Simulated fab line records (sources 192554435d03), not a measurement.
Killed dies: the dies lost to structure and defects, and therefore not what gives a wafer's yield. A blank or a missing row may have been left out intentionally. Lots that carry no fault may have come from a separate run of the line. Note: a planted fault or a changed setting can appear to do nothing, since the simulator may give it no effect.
fab line records	flow n5_finfet
record lots=7	wafers=21
route steps=1938 shown PASSIVATION@1915
start_h: the number of hours between the record's first day and the start of the first shown wafer of the lot	wait_h: hours since the lot's step before	" repeats the value in the row above	L1.1+2: one row covering several wafers at once	- no value, or no start was given	* or withheld: withheld	< > ~ a bound
route shown NAME@n: names a module that has steps shown in the file, with the first one's number in the route	usual: the fault-free wafers' mean and standard deviation	same: alike in all rows	chamber/n: place in a boat	sites: per-site readings	_std_site: standard deviation across them	_edge_site: the outer-site mean with the inner-site mean subtracted	radius_mm: for every site, how far away it sits from the centre of the wafer	mask NAME#n: copy n	behind: the tool/chamber that last shaped the wafer	hold: what put the lot on hold/how long, in hours/how the hold closed	device: names the non-switching transistor (n, p or np)	end of line: tests of these same wafers at the route's end	for a step that has no rows: nothing shown but its recipe	killed: not the wafer's yield, but the dies lost to structure and defects at the first sort	map: dies across one wafer; x = killed, . = not, _ = none there
set.NAME: the setting that was run; set.NAME@STEP: the one run at that earlier step	model.NAME: the simulator's own value behind a step, which no gauge read
lots where settings were altered on purpose, with a table for each step and a row for each wafer
## steps
# step N5_PASSIVATION_PECVD_53
# recipe material=SiO2	target_thk_a=8000	temp_c=400	precursor=TEOS/O2	pressure_torr=6.5	rf_w=withheld	teos_flow_sccm=withheld	gas=O2	flow_sccm=2650	time_s=169.4
lot.wafer	tool	chamber	start_h	wait_h	set.time_s	model.SiO2_of_PASSIVATION_PECVD_53.thk_nm
L077.2	pecvd-02	0	279.80	0.0	169.4	782.6
L077.4	"	1	"	"	169.4	814
L077.6	"	0	"	"	169.4	797.6
L079.1	pecvd-03	2	292.26	0.0	169.4	791
L079.3	"	0	"	"	169.4	812.4
L079.6	"	2	"	"	169.4	806.8
L081.4	pecvd-03	1	295.39	0.1	147.7	691.6
L081.5	"	0	"	"	169.4	801
L081.6	"	2	"	"	169.4	799.2
L083.2	pecvd-01	1	302.58	0.0	169.4	813.4
L083.3	"	2	"	"	169.4	812.2
L083.6	"	2	"	"	169.4	814
L088.1	pecvd-01	1	338.36	0.0	169.4	806.4
L088.3	"	0	"	"	169.4	803.2
L088.6	"	2	"	"	169.4	814.2
L086.1	pecvd-02	1	342.55	0.0	179.6	857.6
L086.4	"	0	"	"	169.4	811
L086.6	"	2	"	"	169.4	799.2
L092.2	pecvd-03	1	391.71	0.0	193.2	899.4
L092.4	"	2	"	"	169.4	816.8
L092.5	"	1	"	"	193.2	913.2
# step N5_PASSIVATION_PECVD_35
# recipe material=SiNx	target_thk_a=7000	temp_c=400	precursor=SiH4/NH3/N2	pressure_torr=4.9	rf_w=1406	time_s=151.3
# step N5_PASSIVATION_HMDS_37
# recipe time_s=60	temp_c=120
# step N5_PASSIVATION_SRD_72
# recipe dry=ipa_marangoni	time_s=30	temp_c=23	rinse_liquid=diw
# step N5_PASSIVATION_ANNEAL_56
# recipe temp_c=400	time_s=1800	ambient=FGA	idle_temp_c=300	ramp_up_c_per_min=5	ramp_down_c_per_min=3
# step N5_PASSIVATION_PROBE_49
# usual defect_limited_yield=91.1/1.5	killed_at_M0_to_M3=36/11	killed_at_M4_up=13/5	killed_at_contacts=13/5	killed_at_front_end=40/12	killed_at_other=3.3/2.3	killed_dies=106/17	killed_open=70/13	killed_short=34/7.6	sort_bin_4_leakage=0/0	sort_bin_5_function=5.3/0.96	sort_bin_6_memory=3.3/0.66	sort_bin_8_speed=0/0	sort_n_pass=1074/17
# same gross_dies=1180	killed_at_back_side=0
lot.wafer	tool	chamber	start_h	wait_h	set.time_s@PASSIVATION_PECVD_53	defect_limited_yield[%]	killed_at_M0_to_M3	killed_at_M4_up	killed_at_contacts	killed_at_front_end	killed_at_other	killed_dies	killed_open	killed_short	sort_bin_4_leakage[%]	sort_bin_5_function[%]	sort_bin_6_memory[%]	sort_bin_8_speed[%]	sort_n_pass
L077.2	prober-01	-	283.74	0.1	169.4	74.8	21	17	5	252	2	297	44	25	0	3.9	1.7	0	883
L077.4	prober-01	-	283.84	0.2	169.4	94.1	19	13	7	28	3	70	43	22	0	3.1	2.6	0	1110
L077.6	prober-01	-	283.94	0.3	169.4	93.8	21	12	13	25	2	73	37	32	93.81	4.0	1.9	0.17	0
L079.1	prober-02	-	296.05	0.0	169.4	87.6	72	26	4	41	3	146	101	45	0	7.5	4.8	0	1034
L079.3	prober-02	-	296.15	0.1	169.4	90.3	47	18	16	25	8	114	79	35	0	6.4	3.1	0	1066
L079.6	prober-02	-	296.30	0.3	169.4	92.1	44	14	9	22	4	93	63	30	0	5.3	2.3	0	1087
L081.4	prober-01	-	299.67	0.2	147.7	92.4	38	19	7	22	4	90	57	32	92.37	4.7	2.8	0	0
L081.5	prober-01	-	299.72	0.2	169.4	55.8	41	23	14	437	6	521	75	32	17.54	40.9	3.1	23.56	174
L081.6	prober-01	-	299.77	0.3	169.4	88.6	48	21	11	49	6	135	86	48	0	6.4	4.2	0	1045
L083.2	prober-01	-	306.67	0.1	169.4	88.9	66	6	14	39	6	131	84	46	0	6.4	4.4	0	1049
L083.3	prober-01	-	306.72	0.1	169.4	89.9	45	16	12	46	0	119	81	36	0	6.0	3.7	0	1061
L083.6	prober-01	-	306.87	0.3	169.4	90.2	56	12	12	34	2	116	79	35	0	6.3	3.1	0	1064
L088.1	prober-02	-	342.20	0.0	169.4	90.5	57	9	8	35	3	112	74	33	0	6.3	2.9	0	1068
L088.3	prober-02	-	342.30	0.1	169.4	90.4	27	15	16	54	1	113	74	33	0	6.1	3.0	0	1067
L088.6	prober-02	-	342.45	0.3	169.4	91.8	43	10	10	33	1	97	65	31	0	5.0	2.9	0	1083
L086.1	prober-01	-	346.38	0.0	179.6	79.3	39	107	10	21	67	244	50	35	0	14.4	5.8	0	936
L086.4	prober-01	-	346.53	0.2	169.4	92.1	36	7	11	38	1	93	60	32	0	4.5	3.1	5.93	1017
L086.6	prober-01	-	346.63	0.3	169.4	92.2	30	9	15	38	0	92	62	28	0	4.3	3.3	0	1088
L092.2	prober-02	-	395.58	0.1	193.2	2.2	29	16	3	41	1065	1154	58	31	0	94.7	2.3	0	26
L092.4	prober-02	-	395.68	0.2	169.4	90.3	48	9	13	42	3	115	75	40	0	5.7	3.9	0	1065
L092.5	prober-02	-	395.73	0.2	193.2	3.3	39	16	9	52	1025	1141	71	38	0	92.4	3.5	0	39
# killed by level:class
L077.2 WELL_APT:area_peb=225 BEOL_M0_SAQP:geometric_particle:short=8 BEOL_M0_SAQP:geometric_particle:open=6 MOL_CONTACT_COAG:geometric_particle:open=5 BEOL_M4:geometric_particle:open=5 FIN_SAQP:geometric_particle:short=4 BEOL_M7:geometric_particle:open=4 FIN_SAQP:geometric_particle:open=3
L077.4 BEOL_M1:geometric_particle:open=7 STI_FIN_REVEAL:geometric_particle:open=5 MOL_CONTACT_COAG:geometric_particle:open=5 BEOL_M2:geometric_particle:open=5 GATE_CUT:geometric_particle:short=4 BEOL_M4:geometric_particle:open=4 FIN_SAQP:geometric_particle:open=3 ILD0:geometric_particle:short=3
L077.6 MOL_CONTACT_COAG:geometric_particle:open=12 GATE_CUT:geometric_particle:short=8 BEOL_M1:geometric_particle:open=7 BEOL_M4:geometric_particle:short=5 FIN_SAQP:geometric_particle:short=4 BEOL_M0_SAQP:geometric_particle:open=4 BEOL_M0_SAQP:geometric_particle:short=4 FIN_SAQP:geometric_particle:open=2
L079.1 BEOL_M0_SAQP:geometric_particle:open=18 BEOL_M4:geometric_particle:open=18 STI_FIN_REVEAL:geometric_particle:open=14 BEOL_M2:geometric_particle:open=13 BEOL_M0_SAQP:geometric_particle:short=10 BEOL_M3:geometric_particle:open=10 BEOL_M1:geometric_particle:open=9 FIN_SAQP:geometric_particle:short=8
L079.3 BEOL_M0_SAQP:geometric_particle:short=17 MOL_CONTACT_COAG:geometric_particle:open=13 BEOL_M4:geometric_particle:open=12 BEOL_M0_SAQP:geometric_particle:open=12 BEOL_M1:geometric_particle:open=7 STI_FIN_REVEAL:geometric_particle:open=6 BEOL_M2:geometric_particle:open=6 STARTING-WAFER:geometric_particle:open=5
L079.6 BEOL_M0_SAQP:geometric_particle:open=14 BEOL_M0_SAQP:geometric_particle:short=9 MOL_CONTACT_COAG:geometric_particle:open=8 BEOL_M3:geometric_particle:open=7 STI_FIN_REVEAL:geometric_particle:open=6 BEOL_M4:geometric_particle:open=6 BEOL_M2:geometric_particle:open=4 FIN_SAQP:geometric_particle:open=3
L081.4 BEOL_M0_SAQP:geometric_particle:short=9 BEOL_M0_SAQP:geometric_particle:open=9 BEOL_M4:geometric_particle:open=8 BEOL_M2:geometric_particle:open=6 DUMMY_GATE:geometric_particle:open=6 MOL_CONTACT_COAG:geometric_particle:open=6 BEOL_M2:geometric_particle:short=6 FIN_SAQP:geometric_particle:short=5
L081.5 SDB:area_etch=411 BEOL_M2:geometric_particle:open=11 MOL_CONTACT_COAG:geometric_particle:open=10 BEOL_M4:geometric_particle:open=10 BEOL_M0_SAQP:geometric_particle:short=9 BEOL_M0_SAQP:geometric_particle:open=8 FIN_SAQP:geometric_particle:open=7 FIN_SAQP:geometric_particle:short=6
L081.6 BEOL_M4:geometric_particle:open=12 BEOL_M0_SAQP:geometric_particle:open=11 FIN_SAQP:geometric_particle:short=10 BEOL_M2:geometric_particle:open=10 MOL_CONTACT_COAG:geometric_particle:open=9 FIN_SAQP:geometric_particle:open=8 BEOL_M0_SAQP:geometric_particle:short=8 BEOL_M3:geometric_particle:open=7
L083.2 BEOL_M0_SAQP:geometric_particle:open=18 BEOL_M1:geometric_particle:open=14 MOL_CONTACT_COAG:geometric_particle:open=12 BEOL_M0_SAQP:geometric_particle:short=12 BEOL_M3:geometric_particle:open=9 GATE_CUT:geometric_particle:short=8 BEOL_M0:geometric_particle:open=8 FIN_SAQP:geometric_particle:short=6
L083.3 BEOL_M0_SAQP:geometric_particle:open=12 FIN_SAQP:geometric_particle:open=10 MOL_CONTACT_COAG:geometric_particle:open=10 STI_FIN_REVEAL:geometric_particle:open=9 BEOL_M1:geometric_particle:open=9 BEOL_M4:geometric_particle:open=7 BEOL_M3:geometric_particle:open=7 STARTING-WAFER:geometric_particle:short=7
L083.6 BEOL_M0_SAQP:geometric_particle:short=14 BEOL_M1:geometric_particle:open=12 MOL_CONTACT_COAG:geometric_particle:open=11 BEOL_M0_SAQP:geometric_particle:open=10 BEOL_M2:geometric_particle:open=10 STI_FIN_REVEAL:geometric_particle:open=7 FIN_SAQP:geometric_particle:open=5 FIN_SAQP:geometric_particle:short=5
L088.1 BEOL_M3:geometric_particle:open=21 BEOL_M0_SAQP:geometric_particle:open=10 BEOL_M2:geometric_particle:open=7 DUMMY_GATE:geometric_particle:open=6 GATE_CUT:geometric_particle:short=6 BEOL_M3:geometric_particle:short=6 MOL_CONTACT_COAG:geometric_particle:open=6 STI_FIN_REVEAL:geometric_particle:open=5
L088.3 STI_FIN_REVEAL:geometric_particle:open=15 MOL_CONTACT_COAG:geometric_particle:open=14 BEOL_M4:geometric_particle:open=8 DUMMY_GATE:geometric_particle:open=6 BEOL_M3:geometric_particle:open=6 STI_FIN_REVEAL:geometric_particle:short=5 STARTING-WAFER:geometric_particle:open=5 FIN_SAQP:geometric_particle:open=4
L088.6 BEOL_M3:geometric_particle:open=16 BEOL_M0_SAQP:geometric_particle:short=10 MOL_CONTACT_COAG:geometric_particle:open=8 STI_FIN_REVEAL:geometric_particle:open=7 BEOL_M0_SAQP:geometric_particle:open=7 BEOL_M4:geometric_particle:open=5 ILD0:geometric_particle:open=4 BEOL_M2:geometric_particle:open=4
L086.1 BEOL_M4:area_expose=88 PASSIVATION:area_pecvd=65 BEOL_M0_SAQP:geometric_particle:open=15 BEOL_M0_SAQP:geometric_particle:short=13 BEOL_M4:geometric_particle:short=7 BEOL_M2:geometric_particle:open=6 DUMMY_GATE:geometric_particle:open=5 BEOL_M4:geometric_particle:open=5
L086.4 STI_FIN_REVEAL:geometric_particle:open=9 BEOL_M0_SAQP:geometric_particle:short=9 MOL_CONTACT_COAG:geometric_particle:open=8 BEOL_M0_SAQP:geometric_particle:open=8 BEOL_M3:geometric_particle:open=8 DUMMY_GATE:geometric_particle:open=7 FIN_SAQP:geometric_particle:short=6 BEOL_M3:geometric_particle:short=5
L086.6 MOL_CONTACT_COAG:geometric_particle:open=12 FIN_SAQP:geometric_particle:open=7 BEOL_M0_SAQP:geometric_particle:short=7 FIN_SAQP:geometric_particle:short=6 DUMMY_GATE:geometric_particle:open=6 BEOL_M0_SAQP:geometric_particle:open=6 BEOL_M1:geometric_particle:open=5 BEOL_M2:geometric_particle:open=5
L092.2 PASSIVATION:area_pecvd=1061 FIN_SAQP:geometric_particle:open=15 BEOL_M4:geometric_particle:open=9 FIN_SAQP:geometric_particle:short=7 BEOL_M2:geometric_particle:open=7 GATE_CUT:geometric_particle:short=5 BEOL_M0_SAQP:geometric_particle:open=5 DUMMY_GATE:geometric_particle:open=4
L092.4 FIN_SAQP:geometric_particle:open=19 BEOL_M0_SAQP:geometric_particle:open=15 BEOL_M0_SAQP:geometric_particle:short=14 BEOL_M3:geometric_particle:open=10 MOL_CONTACT_COAG:geometric_particle:open=9 FIN_SAQP:geometric_particle:short=6 GATE_CUT:geometric_particle:short=6 BEOL_M2:geometric_particle:open=5
L092.5 PASSIVATION:area_pecvd=1023 BEOL_M0_SAQP:geometric_particle:short=13 FIN_SAQP:geometric_particle:open=9 BEOL_M0_SAQP:geometric_particle:open=9 FIN_SAQP:geometric_particle:short=8 BEOL_M4:geometric_particle:open=8 STI_FIN_REVEAL:geometric_particle:open=7 DUMMY_GATE:geometric_particle:open=7
## key
split step=N5_PASSIVATION_PECVD_53	setting=time_s	stated=169.4	by=wafer
response step=N5_PASSIVATION_PECVD_53	reading=model.SiO2_of_PASSIVATION_PECVD_53.thk_nm	change=+7.45	per=1%	r=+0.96
response step=N5_PASSIVATION_PROBE_49	reading=killed_at_other	shape=bent	at_lowest=4	at_stated=3	at_highest=1045
